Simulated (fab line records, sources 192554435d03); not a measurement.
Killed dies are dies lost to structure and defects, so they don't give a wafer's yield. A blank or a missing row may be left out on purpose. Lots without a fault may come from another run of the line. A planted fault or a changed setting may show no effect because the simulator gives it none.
Which tool did it? | flow n5_finfet | 9 lots, 27 wafers sampled, at 3 steps of a route of 1938

WHAT THE GAUGES READ, wafer by wafer
N5_SD_EPI_N_CD_MEAS_09: target cd 120 nm.
lot  | measured    | on        | cd_nm (nm)
L798 | day 3 07:07 | cd_sem-01 | 120.1 120.9 119.9
L800 | day 3 15:29 | cd_sem-01 | 119.3 118.8 119.6
L802 | day 4 02:35 | cd_sem-01 | 120.0 120.4 121.4
L808 | day 5 16:26 | cd_sem-02 | 112.1 119.5 119.5
L814 | day 7 00:10 | cd_sem-02 | 120.1 120.3 119.7
L815 | day 7 09:19 | cd_sem-01 | 119.9 120.5 120.2
L817 | day 7 22:15 | cd_sem-02 | 119.3 118.7 119.5
L820 | day 8 13:59 | cd_sem-02 | 120.8 120.5 120.4
L821 | day 8 20:27 | cd_sem-01 | 120.3 121.1 120.6

WHICH TOOL RAN EACH LOT (tool, then ch and the chambers of the sampled wafers, then the start)
lot  | N5_DUMMY_GATE_ETCH_42             | N5_SD_EPI_N_EXPOSE_06
L798 | rie_diel-05 ch 1,2,3, day 3 05:04 | arfi_scanner-02 ch 0, day 3 06:59
L800 | rie_diel-04 ch 1,2, day 3 14:15   | arfi_scanner-03 ch 0, day 3 15:22
L802 | rie_diel-04 ch 1,2,3, day 4 01:17 | arfi_scanner-01 ch 0, day 4 02:28
L808 | rie_diel-04 ch 1,2,3, day 5 15:12 | arfi_scanner-03 ch 0, day 5 16:19
L814 | rie_diel-02 ch 0,2,3, day 6 22:53 | arfi_scanner-01 ch 0, day 7 00:02
L815 | rie_diel-04 ch 0,2, day 7 08:04   | arfi_scanner-02 ch 0, day 7 09:11
L817 | rie_diel-05 ch 0,2, day 7 21:01   | arfi_scanner-01 ch 0, day 7 22:08
L820 | rie_diel-05 ch 0,2,3, day 8 12:46 | arfi_scanner-01 ch 0, day 8 13:52
L821 | rie_diel-05 ch 0,2,3, day 8 17:50 | arfi_scanner-01 ch 0, day 8 20:20
- N5_DUMMY_GATE_ETCH_42: etches SiO2 in CHF3/O2, target depth 3.5 nm, time 31 s.
- N5_SD_EPI_N_EXPOSE_06: exposes mask SD N BLK, target cd 120 nm.

THE ANSWER, worked out from the rows above alone
Rule: what is usual is taken from the lots themselves. Put in order of their means at a reading, lots are off if they are a third of the lots or fewer, leave a main group of 4 or more, and stand apart from it by a gap of 3 or more times the standard deviation of the main group's means; of several such gaps the widest counts. A main group whose means are all the same, to the digits that the tables above print for the reading, isn't used. A lot without any number at a reading at which 4 lots or more have one is off too. The other lots that the step has rows for count as sound.
Off: L808, at N5_SD_EPI_N_CD_MEAS_09 (cd_nm). The main group: mean 120.1 nm, standard deviation 0.56.
A tool fits if, at a process step before that reading, it ran every lot that is off, and no sound lot after the first of them. The gauges at N5_SD_EPI_N_CD_MEAS_09 are tried like those tools. One fits: arfi_scanner-03 at N5_SD_EPI_N_EXPOSE_06. Its last sound lot is L800 (day 3 15:22), its first lot that is off L808 (day 5 16:19): a fault that began between those two fits.

WHAT THE SIMULATOR HAD PUT IN
Process parameter drift: arfi_scanner-03, from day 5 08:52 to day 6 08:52, at N5_SD_EPI_N_EXPOSE_06. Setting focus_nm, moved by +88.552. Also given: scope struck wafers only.
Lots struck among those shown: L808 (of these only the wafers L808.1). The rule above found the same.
